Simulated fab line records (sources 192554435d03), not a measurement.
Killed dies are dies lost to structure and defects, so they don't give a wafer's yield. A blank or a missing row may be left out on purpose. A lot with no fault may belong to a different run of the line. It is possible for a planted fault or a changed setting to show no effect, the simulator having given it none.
Matching of chambers -- flow n5 finfet -- 3 sister chambers for N5_BEOL_M6_ILD_DEP_00 on pecvd-01
The step deposits SiCOH lowk from DEMS/porogen, target thk 179.75 nm, time 33.4 s. 6 wafers are shown with their chamber, then 12 later ones without.

WAFERS WITH THEIR CHAMBER
wafer,chamber,showerhead plenum p Torr (Torr),throttle valve pct (%)
L081.5,1,5.750,14.4
L087.4,1,5.735,14.5
L089.4,0,5.725,13.7
L091.2,2,5.763,13.6
L091.5,0,5.740,13.6
L091.6,2,5.748,13.9

WAFERS WHOSE CHAMBER IS MISSING
wafer,showerhead plenum p Torr (Torr),throttle valve pct (%)
L093.1,5.717,13.6
L093.2,5.743,14.3
L093.6,5.757,13.5
L094.1,5.738,14.5
L094.4,5.736,14.7
L094.5,5.728,13.9
L092.4,5.756,13.6
L092.5,5.751,13.8
L092.6,5.736,14.6
L097.2,5.750,13.5
L097.3,5.721,13.8
L097.5,5.746,13.4

CHAMBER TAKEN BY EACH
wafer,from the rows above,in truth
L093.1,0,0
L093.2,1,1
L093.6,can't be placed: 2 or 0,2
L094.1,1,1
L094.4,1,1
L094.5,can't be placed: 0 or 2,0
L092.4,can't be placed: 2 or 0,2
L092.5,can't be placed: 2 or 0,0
L092.6,1,1
L097.2,can't be placed: 2 or 0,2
L097.3,can't be placed: 0 or 2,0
L097.5,can't be placed: 0 or 2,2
Placed correctly: 5 of 12. Can't be placed from these rows: 7 (the true chamber is among the candidates in 7). Placed wrongly: 0.
How it was worked out, from the rows above alone: a wafer's distance from a chamber is the root of the sum, over the readings, of the square of ((its reading less the chamber's mean) divided by the reading's scatter). The wafer belongs to the nearest chamber; if the next one is less than 2 further off, it can't be placed. A chamber's mean is the mean of its shown wafers. The scatter: take each reading less its chamber's mean, square it, sum over the shown wafers, divide by the number of wafers less the number of chambers, and take the root.
